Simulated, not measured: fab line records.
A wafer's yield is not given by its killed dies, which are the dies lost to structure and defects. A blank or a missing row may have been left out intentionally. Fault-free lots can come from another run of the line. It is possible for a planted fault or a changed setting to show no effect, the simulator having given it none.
What tool caused it? ; flow n5 finfet ; 72 wafers from 24 lots sampled at 4 of the route's 1938 steps

WHAT THE GAUGES SHOWED, per wafer
N5_GATE_CUT_INSPECT_15: inspects for defects (brightfield).
lot;measured;on;raw defect count
L074;day 4 11:17;defect inspect-01;199 220 109
L075;day 4 21:02;defect inspect-01;111 102 182
L076;day 5 02:44;defect inspect-01;146 156 61
L077;day 5 07:04;defect inspect-01;156 193 188
L078;day 5 09:14;defect inspect-01;147 168 141
L079;day 5 19:49;defect inspect-02;157 109 126
L080;day 5 22:49;defect inspect-02;159 238 159
L081;day 6 07:07;defect inspect-02;98 90 147
L082;day 6 13:28;defect inspect-01;83 84 106
L083;day 6 18:43;defect inspect-02;100 161 76
L084;day 6 23:12;defect inspect-02;168 192 175
L085;day 7 22:23;defect inspect-02;74 61 102
L086;day 7 23:08;defect inspect-01;124 85 95
L087;day 7 23:19;defect inspect-02;143 165 130
L088;day 8 00:43;defect inspect-02;80 104 104
L089;day 8 08:58;defect inspect-02;203 170 303
L090;day 8 09:37;defect inspect-01;81 103 123
L091;day 9 20:47;defect inspect-01;74 97 101
L092;day 9 20:52;defect inspect-01;139 122 194
L093;day 9 20:58;defect inspect-02;168 200 142
L096;day 11 10:49;defect inspect-01;195 91 116
L095;day 11 11:49;defect inspect-01;114 153 156
L094;day 11 13:17;defect inspect-01;131 104 123
L097;day 11 13:59;defect inspect-01;143 126 138

N5_GATE_CUT_THK_MEAS_24.
lot;measured;on;GC_FILL_THK (nm)
L074;day 4 14:00;film metro-01;216.2 218.6 219.5
L075;day 4 23:54;film metro-02;219.9 216.7 219.0
L076;day 5 06:34;film metro-02;214.8 217.5 220.4
L077;day 5 10:07;film metro-02;218.5 219.6 219.1
L078;day 5 11:54;film metro-01;217.6 217.7 221.6
L079;day 5 23:11;film metro-02;218.0 219.3 220.8
L080;day 6 01:29;film metro-02;218.9 225.2 221.8
L081;day 6 09:46;film metro-01;216.2 218.9 222.1
L082;day 6 16:07;film metro-02;220.8 221.4 221.9
L083;day 6 21:22;film metro-02;217.9 218.7 219.3
L084;day 7 01:57;film metro-01;219.2 218.0 222.6
L085;day 8 01:49;film metro-01;217.6 216.7 217.2
L086;day 8 03:40;film metro-01;219.3 220.8 220.8
L087;day 8 05:08;film metro-01;217.0 218.2 218.7
L088;day 8 06:16;film metro-01;216.2 218.6 218.0
L089;day 8 11:37;film metro-01;218.2 222.6 219.7
L090;day 8 13:04;film metro-02;218.3 219.8 223.3
L091;day 10 00:42;film metro-02;219.9 222.6 222.2
L092;day 10 01:25;film metro-02;220.6 218.7 220.7
L093;day 10 01:41;film metro-02;219.2 219.0 218.9
L096;day 11 15:18;film metro-02;214.3 214.7 218.3
L095;day 11 15:28;film metro-02;218.8 217.0 219.7
L094;day 11 16:56;film metro-02;216.4 220.5 219.7
L097;day 11 17:36;film metro-02;219.0 218.9 221.3

WHAT TOOL EACH LOT RAN ON (gives the tool, then ch and the chambers of the sampled wafers, and finally the start)
lot;N5_GATE_CUT_HM_DEP_46;N5_GATE_CUT_CUT_ETCH_54
L074;pecvd-04 ch 1,2, day 4 10:51;rie metal-02 ch 0,1, day 4 11:46
L075;pecvd-04 ch 0,1, day 4 20:37;rie metal-02 ch 0,1, day 4 21:44
L076;pecvd-02 ch 0,2, day 5 02:11;rie metal-01 ch 0, day 5 03:17
L077;pecvd-02 ch 0,2, day 5 06:38;rie metal-01 ch 0,1, day 5 07:34
L078;pecvd-04 ch 0,1,2, day 5 08:49;rie metal-02 ch 0,1, day 5 09:44
L079;pecvd-04 ch 0,1,2, day 5 19:16;rie metal-02 ch 0,1, day 5 20:19
L080;pecvd-04 ch 0,1,2, day 5 22:16;rie metal-03 ch 0,1, day 5 23:19
L081;pecvd-04 ch 0,2, day 6 06:41;rie metal-02 ch 0,1, day 6 07:36
L082;pecvd-01 ch 0,1,2, day 6 12:55;rie metal-02 ch 0,1, day 6 13:58
L083;pecvd-02 ch 0,2, day 6 18:08;rie metal-03 ch 0,1, day 6 19:11
L084;pecvd-01 ch 0,1,2, day 6 22:46;rie metal-02 ch 0,1, day 6 23:47
L085;pecvd-04 ch 1,2, day 7 05:18;rie metal-02 ch 0,1, day 7 23:38
L086;pecvd-04 ch 0,1, day 7 16:08;rie metal-01 ch 0,1, day 8 01:31
L087;pecvd-02 ch 0, day 7 18:31;rie metal-02 ch 0,1, day 8 01:53
L088;pecvd-02 ch 0,2, day 8 00:16;rie metal-01 ch 1, day 8 04:05
L089;pecvd-02 ch 0, day 8 08:31;rie metal-02 ch 0,1, day 8 09:26
L090;pecvd-04 ch 0,1,2, day 8 09:11;rie metal-03 ch 0,1, day 8 10:06
L091;pecvd-02 ch 0,2, day 9 13:50;rie metal-02 ch 1, day 9 22:32
L092;pecvd-02 ch 0,2, day 9 14:32;rie metal-01 ch 0,1, day 9 22:54
L093;pecvd-01 ch 0,1,2, day 9 15:30;rie metal-02 ch 0,1, day 9 23:24
L096;pecvd-04 ch 0,1,2, day 11 10:16;rie metal-02 ch 0,1, day 11 11:19
L095;pecvd-04 ch 0,1,2, day 11 11:17;rie metal-01 ch 0,1, day 11 12:19
L094;pecvd-01 ch 0,2, day 11 12:44;rie metal-01 ch 0,1, day 11 13:47
L097;pecvd-02 ch 0,1,2, day 11 13:34;rie metal-01 ch 0,1, day 11 14:56
- N5_GATE_CUT_HM_DEP_46: deposits SiO2 from TEOS/O2, target thk 130 nm, time 26.6 s.
- N5_GATE_CUT_CUT_ETCH_54: etches TiN in Cl2/BCl3, target depth 96.7 nm.

WHAT THE TOOLS THEMSELVES READ (means of the sampled wafers that have a number; where no wafer has one, the mark that the record gives instead)
N5_GATE_CUT_HM_DEP_46.
lot;tool;heater power outer w (W);heater power w (W);showerhead plenum p Torr (Torr);throttle valve pct (%)
L074;pecvd-04;327;586;8.39;19.5
L075;pecvd-04;247;498;8.41;19.5
L076;pecvd-02;206;402;8.39;17.7
L077;pecvd-02;250;463;8.35;17.4
L078;pecvd-04;297;552;8.38;19.1
L079;pecvd-04;302;551;8.41;18.9
L080;pecvd-04;300;553;8.40;19.1
L081;pecvd-04;239;465;8.44;18.5
L082;pecvd-01;297;583;8.30;18.7
L083;pecvd-02;263;490;8.40;17.9
L084;pecvd-01;294;584;8.30;18.7
L085;pecvd-04;320;558;8.37;18.6
L086;pecvd-04;298;562;8.43;19.6
L087;pecvd-02;217;417;8.42;18.2
L088;pecvd-02;271;488;8.40;18.0
L089;pecvd-02;200;403;8.43;18.1
L090;pecvd-04;278;522;8.40;19.1
L091;pecvd-02;257;468;8.40;18.0
L092;pecvd-02;254;473;8.34;17.5
L093;pecvd-01;292;581;8.30;18.7
L096;pecvd-04;295;541;8.41;19.2
L095;pecvd-04;268;509;8.40;19.1
L094;pecvd-01;355;652;8.32;19.3
L097;pecvd-02;304;508;8.37;18.1

N5_GATE_CUT_CUT_ETCH_54.
lot;tool;drypump motor current A (A);etch rf on time s (s);mfc ar sccm (sccm);oes product au (a.u.);throttle valve pct (%)
L074;rie metal-02;5.9;36.1;24.98;0.73;22.37
L075;rie metal-02;5.9;36.8;24.98;0.72;22.38
L076;rie metal-01;6.8;36.6;24.96;0.53;22.42
L077;rie metal-01;6.6;36.4;24.99;0.60;22.26
L078;rie metal-02;5.9;36.1;24.92;0.73;22.37
L079;rie metal-02;5.8;36.4;25.10;0.65;22.28
L080;rie metal-03;5.4;36.3;24.96;0.69;21.98
L081;rie metal-02;5.8;36.9;25.01;0.65;22.28
L082;rie metal-02;5.9;36.6;25.04;0.71;22.38
L083;rie metal-03;5.6;36.1;24.95;0.63;22.01
L084;rie metal-02;5.8;36.9;24.98;0.64;22.29
L085;rie metal-02;5.9;36.4;25.02;0.71;22.38
L086;rie metal-01;6.3;36.2;25.00;0.78;22.01
L087;rie metal-02;5.9;36.2;24.99;0.71;22.38
L088;rie metal-01;6.1;36.1;24.94;0.72;21.93
L089;rie metal-02;5.7;36.9;25.13;0.64;22.30
L090;rie metal-03;5.4;36.3;25.03;0.68;22.00
L091;rie metal-02;6.0;36.5;25.03;0.76;22.48
L092;rie metal-01;6.3;36.1;25.01;0.76;22.00
L093;rie metal-02;5.9;36.6;24.99;0.70;22.39
L096;rie metal-02;5.9;36.5;25.04;0.69;22.40
L095;rie metal-01;6.4;36.0;25.04;0.75;22.01
L094;rie metal-01;6.4;36.3;25.00;0.75;22.02
L097;rie metal-01;6.5;36.0;24.94;0.79;22.08

THE ANSWER, worked out from the rows above alone
Rule: the usual values come from the lots themselves. The widest of any qualifying gaps counts: lots, ordered by their means at a reading, are off when they make up no more than a third of the lots, leave a main group of 4 or more, and stand apart from it by 3 or more times the standard deviation of that group's means. The tables above print the reading to a certain number of digits; a main group whose means all agree to those digits is not used. A lot without any number at a reading at which 4 lots or more have one is off too. The other lots that the step has rows for count as sound. First the gauges in route order, then the tools' own readings, where a lot's mean is used as printed above. At the first step where some lot is off, the reading lying furthest off is the one used; lots without a number count as furthest.
Nothing can be told from this: no lot is off at any reading shown.

WHAT THE SIMULATOR HAD PUT IN
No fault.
